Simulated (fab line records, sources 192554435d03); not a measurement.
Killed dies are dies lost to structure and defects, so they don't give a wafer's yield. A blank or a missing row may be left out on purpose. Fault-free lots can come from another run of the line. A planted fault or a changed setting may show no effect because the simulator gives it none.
Split-lot experiment -- flow n5Finfet -- on a route of 1938 steps: 7 lots, 21 wafers read

## SPLIT DETAILS
At N5_FIN_SAQP_PECVD_48 (deposits SiNx from SiH4/NH3/N2, target thk 25 nm, time 22.1 s), the setting timeS was moved away from the recipe's 22.1 s on 7 of the 21 wafers read, by -13.8% to +14.2%. The other wafers ran this setting at the recipe's value.

## FROM THE SPLIT TO THE READING: what the file shows between them, 3 steps
- N5_FIN_SAQP_SPACER1_ALD_24: deposits SiO2, target thk 20.3 nm, pulse time 1 s, purge time 2 s (also split here: tempC)
- N5_FIN_SAQP_SPACER1_ETCHBACK_25: etches SiO2 in CHF3/O2, target depth 24.4 nm, time 12.2 s
- N5_FIN_SAQP_MANDREL1_REMOVE_56: chemistry HBr/Cl2/O2, target a-Si, stops on SiNx, bt time 10 s

## THE READING
etch.depthNm (the simulator's own value, which no gauge read), in nm, at N5_FIN_SAQP_ETCH_57 (etches SiNx in CH3F/O2, target depth 32.5 nm, time 46.4 s). The file gives no usual value for it. Here, 14 wafers ran the recipe; their average is 24.92 nm with a standard deviation of 0.26 nm.

wafer,"tool, chamber at the split","timeS as run, s",against the recipe,"etch.depthNm, nm",against lot-mates on the recipe
L075.3,"pecvd-04, 1",22.1,recipe,24.94,-
L075.4,"pecvd-04, 0",19.04,-13.8%,22.01,-2.93
L075.5,"pecvd-04, 2",19.04,-13.8%,21.69,-3.25
L078.1,"pecvd-02, 2",25.03,+13.3%,27.8,+2.82
L078.2,"pecvd-02, 1",25.03,+13.3%,27.97,+2.99
L078.6,"pecvd-02, 1",22.1,recipe,24.98,-
L079.4,"pecvd-03, 1",22.1,recipe,24.9,-
L079.5,"pecvd-03, 2",22.1,recipe,25.03,-
L079.6,"pecvd-03, 0",22.1,recipe,24.78,-
L090.3,"pecvd-02, 0",22.1,recipe,24.81,-
L090.5,"pecvd-02, 2",25.24,+14.2%,28.78,+3.97
L090.6,"pecvd-02, 0",25.24,+14.2%,28.76,+3.95
L091.2,"pecvd-04, 2",22.1,recipe,24.87,-
L091.4,"pecvd-04, 0",22.1,recipe,25.52,-
L091.6,"pecvd-04, 2",22.1,recipe,25.09,-
L092.1,"pecvd-02, 2",22.1,recipe,24.91,-
L092.3,"pecvd-02, 1",22.1,recipe,24.69,-
L092.5,"pecvd-02, 2",20.04,-9.3%,23.22,-1.58
L094.2,"pecvd-04, 2,1",22.1,recipe,24.55,-
L094.3,"pecvd-04, 2,1",22.1,recipe,24.54,-
L094.5,"pecvd-04, 0",22.1,recipe,25.32,-
If several chambers appear in one row, that row covers several wafers at once and the file leaves open which wafer was in which chamber.

THE FIT
A straight line over all 21 wafers: etch.depthNm changes by +0.235 nm for each +1% of timeS; r = +0.99; the points scatter about the line by 0.3 nm.
The same after taking each lot's own level away (the mean of its wafers on the recipe; 21 wafers): +0.235 nm for each +1%; r = +0.99; scatter 0.31 nm.
On that fit, the largest move of timeS shifts the reading by 3.3 nm.
Measured against the standard deviation above, the lots' own levels, which go from 24.800 to 25.160 nm, span 1.4 times it.
The two slopes agree, so the slope changes little with the lot-to-lot level.
Check: with one of the wafers moved furthest among these (+14.2%) left out of the fit, the line predicts +3.29 nm for it against its lot-mates. Against them it came out at +3.97 nm.

## OTHER SPLITS ON THESE WAFERS
Other splits were also applied to these wafers ahead of the reading. Each is held against what the fit with the lots' levels taken away leaves over:
other split on the same wafers,wafers away from the commonest value,r with etch.depthNm (lot level and that fit taken away)
N5_PMOS_HMC_CHANNEL_EPI_EXPOSE_06 doseMj,8,-0.10
N5_PMOS_HMC_CHANNEL_EPI_PEB_07 pebTempC,5,+0.10
N5_FIN_SAQP_HM_DEP_03 timeS,7,-0.21
N5_FIN_SAQP_SPACER1_ALD_24 tempC,6,+0.27

## THE WHOLE CHAIN: every reading that the file lists as answering this split, in the file's order
step,what it does,reading,change (the file's fit),r (the file's)
N5_FIN_SAQP_PECVD_48,"deposits SiNx from SiH4/NH3/N2, target thk 25 nm, time 22.1 s","SiNx_of_FIN_SAQP_PECVD_48.thkNm (the simulator's own value, which no gauge read)",+0.232 nm for each +1% of the setting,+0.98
N5_FIN_SAQP_ETCH_57,"etches SiNx in CH3F/O2, target depth 32.5 nm, time 46.4 s",etchRfOnTimeS,withheld for each +1% of the setting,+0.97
N5_FIN_SAQP_ETCH_57,"etches SiNx in CH3F/O2, target depth 32.5 nm, time 46.4 s","etch.depthNm (the simulator's own value, which no gauge read)",+0.232 nm for each +1% of the setting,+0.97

## FILE'S OWN FIT
etch.depthNm changes by +0.232 nm for each +1% of timeS, r = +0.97.
